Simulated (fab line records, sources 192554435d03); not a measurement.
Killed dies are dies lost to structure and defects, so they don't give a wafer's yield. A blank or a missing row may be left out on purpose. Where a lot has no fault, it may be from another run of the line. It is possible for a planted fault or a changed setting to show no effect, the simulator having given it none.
Split-lot experiment ; flow n5 finfet ; on a route of 1938 steps: 7 lots, 21 wafers read

ON THE SPLIT
At N5_BEOL_M6_COAT_71 (time 60 s, resist thk 5 nm), the setting spin rpm was moved away from the recipe's 1500 rpm on 6 of the 21 wafers read, by -6.9% to +9.5%. All remaining wafers had this setting at the recipe value.

FROM THE SPLIT TO THE READING: what the file shows between them, 3 steps
- N5_BEOL_M6_COAT_22: resist thk 30 nm
- N5_BEOL_M6_EBR_24
- N5_BEOL_M6_DESCUM_33: chemistry O2, time 7 s

THE READING
etch.depth nm (the simulator's own value, which no gauge read), in nm, at N5_BEOL_M6_ETCH_72 (etches underlayer in N2/H2, target depth 6.5 nm, time 5.2 s). The file gives no usual value for it. Across the 15 wafers here that went through the recipe, the average is 4.999 nm and the standard deviation 0.0097 nm.

wafer;tool, chamber at the split;spin rpm as run, rpm;against the recipe;etch.depth nm, nm;against lot-mates on the recipe
L079.2;litho track-01, 0;1500;recipe;5.01;-
L079.4;litho track-01, 0;1500;recipe;5.01;-
L079.5;litho track-01, 0;1500;recipe;4.997;-
L081.3;litho track-01, 0;1500;recipe;4.977;-
L081.4;litho track-01, 0;1397;-6.9%;5.152;+0.175
L081.5;litho track-01, 0;1397;-6.9%;5.15;+0.173
L083.1;litho track-01, 0;1500;recipe;4.995;-
L083.3;litho track-01, 0;1643;+9.5%;4.774;-0.221
L083.5;litho track-01, 0;1643;+9.5%;4.775;-0.220
L082.1;litho track-01, 0;1500;recipe;4.997;-
L082.4;litho track-01, 0;1588;+5.9%;4.853;-0.139
L082.5;litho track-01, 0;1500;recipe;4.986;-
L088.2;litho track-01, 0;1637;+9.1%;4.809;-0.198
L088.3;litho track-01, 0;1500;recipe;5.01;-
L088.6;litho track-01, 0;1500;recipe;5.004;-
L089.4;litho track-03, 0;1500;recipe;4.988;-
L089.5;litho track-03, 0;1500;recipe;4.995;-
L089.6;litho track-03, 0;1500;recipe;5.002;-
L091.3;litho track-01, 0;1500;recipe;5.006;-
L091.4;litho track-01, 0;1500;recipe;5.005;-
L091.6;litho track-01, 0;1500;recipe;5.01;-

THE FIT
A straight line over all 21 wafers: etch.depth nm changes by -0.0227 nm for each +1% of spin rpm; r = -0.99; the points scatter about the line by 0.01 nm.
The same after taking each lot's own level away (the mean of its wafers on the recipe; 21 wafers): -0.0235 nm for each +1%; r = -1.00; scatter 0.0066 nm.
The reading moves by 0.22 nm for the largest change in spin rpm, on that fit.
The span of the lots' own levels, 4.9770 to 5.0070 nm, comes to 3.1 times the standard deviation stated above.
So the lot-to-lot level changes the slope little: the two slopes agree.
Check: for one of the wafers moved furthest among these (+9.5%), held out of the fit, the line's prediction against its lot-mates is -0.222 nm. It came out at -0.221 nm against them.

THE OTHER SPLITS THESE WAFERS WENT THROUGH
Before the reading, these wafers also passed through other splits. Each is held against what the fit with the lots' levels taken away leaves over:
other split on the same wafers;wafers away from the commonest value;r with etch.depth nm (lot level and that fit taken away)
N5_BEOL_M4_COAT_68 spin rpm;8;+0.17
N5_BEOL_M4_DEP_57 time s;9;+0.13
N5_BEOL_M6_ETCH_61 bias w;8;-0.05

THE FILE'S OWN FIT
etch.depth nm changes by -0.0231 nm for each +1% of spin rpm, r = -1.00.
